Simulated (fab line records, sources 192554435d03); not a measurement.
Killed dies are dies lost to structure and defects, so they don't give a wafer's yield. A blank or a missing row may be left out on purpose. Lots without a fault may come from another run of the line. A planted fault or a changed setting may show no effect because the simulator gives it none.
Split-lot experiment | flow n5_finfet | 7 lots, 39 wafers read, on a route of 1938 steps

THE SPLIT
At N5_BEOL_M7_ETCH_66 (etches SOC in N2/H2, target depth 80 nm, overetch 16 nm, time 120 s), the setting target_depth_a was moved away from the recipe's 800 angstrom on 18 of the 39 wafers read, by -24.1% to +50.0%. The other wafers ran this setting at the recipe's value.

FROM THE SPLIT TO THE READING: what the file shows between them, 2 steps
- N5_BEOL_M7_STRIP_69: strips in N2/H2
- N5_BEOL_M7_STRIP_73: strips in N2/H2

THE READING
BEOL_M7.cd_nm (the simulator's own value, which no gauge read), in nm, at N5_BEOL_M7_VIA_ETCH_34 (etches SiCOH lowk in C4F6/O2, target depth 125.5 nm, time 50.5 s). The file gives no usual value for it. The 21 wafers here that ran the recipe average 40.1 nm, standard deviation 0.24 nm.

wafer  | tool, chamber at the split | target_depth_a as run, angstrom | against the recipe | BEOL_M7.cd_nm, nm | against lot-mates on the recipe
L074.1 | rie_diel-01, 1             | 800                             | recipe             | 40.2              | -
L074.2 | rie_diel-01, 0             | 1200                            | +50.0%             | 41.2              | +0.9
L074.3 | rie_diel-01, 2,0           | 800                             | recipe             | 40.4              | -
L074.6 | rie_diel-01, 2,0           | 800                             | recipe             | 40.4              | -
L074.4 | rie_diel-01, 3             | 1200                            | +50.0%             | 40.8              | +0.5
L074.5 | rie_diel-01, 3             | 1200                            | +50.0%             | 41                | +0.7
L078.1 | rie_diel-06, 1             | 1117                            | +39.6%             | 41.2              | +0.8
L078.2 | rie_diel-06, 3             | 1117                            | +39.6%             | 40.6              | +0.2
L078.6 | rie_diel-06, 3             | 1117                            | +39.6%             | 40.6              | +0.2
L078.3 | rie_diel-06, 2,0           | 800                             | recipe             | 40.4              | -
L078.4 | rie_diel-06, 2,0           | 800                             | recipe             | 40.6              | -
L078.5 | rie_diel-06, 2             | 800                             | recipe             | 40.2              | -
L083.2 | rie_diel-01, 3             | 800                             | recipe             | 40                | -
L083.6 | rie_diel-01, 1             | 800                             | recipe             | 40                | -
L083.4 | rie_diel-01, 0             | 800                             | recipe             | 39.8              | -
L085.1 | rie_diel-01, 3             | 800                             | recipe             | 39.8              | -
L085.3 | rie_diel-01, 1             | 800                             | recipe             | 39.8              | -
L085.4 | rie_diel-01, 2             | 800                             | recipe             | 39.8              | -
L085.2 | rie_diel-01, 0             | 1138                            | +42.3%             | 40.8              | +1.0
L085.6 | rie_diel-01, 0             | 1138                            | +42.3%             | 40.8              | +1.0
L085.5 | rie_diel-01, 3             | 1138                            | +42.3%             | 40.6              | +0.8
L091.1 | rie_diel-01, 1             | 1045                            | +30.6%             | 40.4              | +0.4
L091.2 | rie_diel-01, 2             | 1045                            | +30.6%             | 40.6              | +0.6
L091.5 | rie_diel-01, 1             | 1045                            | +30.6%             | 40.6              | +0.6
L091.3 | rie_diel-01, 0             | 800                             | recipe             | 40.2              | -
L091.4 | rie_diel-01, 3             | 800                             | recipe             | 39.8              | -
L091.6 | rie_diel-01, 0             | 800                             | recipe             | 40                | -
L092.1 | rie_diel-03, 0             | 1125                            | +40.6%             | 40.4              | +0.3
L092.2 | rie_diel-03, 1             | 1125                            | +40.6%             | 40.8              | +0.7
L092.6 | rie_diel-03, 2             | 1125                            | +40.6%             | 40.8              | +0.7
L092.3 | rie_diel-03, 3             | 800                             | recipe             | 40                | -
L092.4 | rie_diel-03, 2,3           | 800                             | recipe             | 40                | -
L092.5 | rie_diel-03, 2,3           | 800                             | recipe             | 40.2              | -
L094.1 | rie_diel-06, 1             | 800                             | recipe             | 40.4              | -
L094.4 | rie_diel-06, 0             | 800                             | recipe             | 40.4              | -
L094.2 | rie_diel-06, 2             | 607.3                           | -24.1%             | 40                | -0.3
L094.5 | rie_diel-06, 1             | 607.3                           | -24.1%             | 40                | -0.3
L094.3 | rie_diel-06, 3             | 800                             | recipe             | 40                | -
L094.6 | rie_diel-06, 2             | 607.3                           | -24.1%             | 39.8              | -0.5
Where a row lists several chambers, the file gives one row for several wafers and doesn't say which wafer went through which chamber.

THE FIT
A straight line over all 39 wafers: BEOL_M7.cd_nm changes by +0.0147 nm for each +1% of target_depth_a; r = +0.83; the points scatter about the line by 0.23 nm.
The same after taking each lot's own level away (the mean of its wafers on the recipe; 39 wafers): +0.0151 nm for each +1%; r = +0.88; scatter 0.19 nm.
On that fit, the largest move of target_depth_a shifts the reading by 0.75 nm.
The lots' own levels span 39.80 to 40.40 nm, that is 2.5 times the standard deviation above.
So the lot-to-lot level changes the slope little: the two slopes agree.
Check: with one of the wafers moved furthest among these (+50.0%) left out of the fit, the line predicts +0.75 nm for it against its lot-mates. It came out at +0.867 nm against them.

OTHER SPLITS ON THESE WAFERS
These wafers also went through other splits before the reading. Each is held against what the fit with the lots' levels taken away leaves over:
other split on the same wafers   | wafers away from the commonest value | r with BEOL_M7.cd_nm (lot level and that fit taken away)
N5_BEOL_M6_TRENCH_ETCH_37 time_s | 12                                   | -0.12

THE WHOLE CHAIN: every reading that the file lists as answering this split, in the file's order
step                   | what it does                                                        | reading                                                                          | change (the file's fit)                | r (the file's)
N5_BEOL_M7_ETCH_66     | etches SOC in N2/H2, target depth 80 nm, overetch 16 nm, time 120 s | SiARC_of_BEOL_M7_COAT_64.thk_nm (the simulator's own value, which no gauge read) | -0.0484 nm for each +1% of the setting | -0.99
N5_BEOL_M7_ETCH_66     | etches SOC in N2/H2, target depth 80 nm, overetch 16 nm, time 120 s | BEOL_M7.cd_nm (the simulator's own value, which no gauge read)                   | +0.0163 nm for each +1% of the setting | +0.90
N5_BEOL_M7_VIA_ETCH_34 | etches SiCOH lowk in C4F6/O2, target depth 125.5 nm, time 50.5 s    | BEOL_M7.cd_nm (the simulator's own value, which no gauge read)                   | +0.0152 nm for each +1% of the setting | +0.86

THE FILE'S OWN FIT
BEOL_M7.cd_nm changes by +0.0152 nm for each +1% of target_depth_a, r = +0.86.
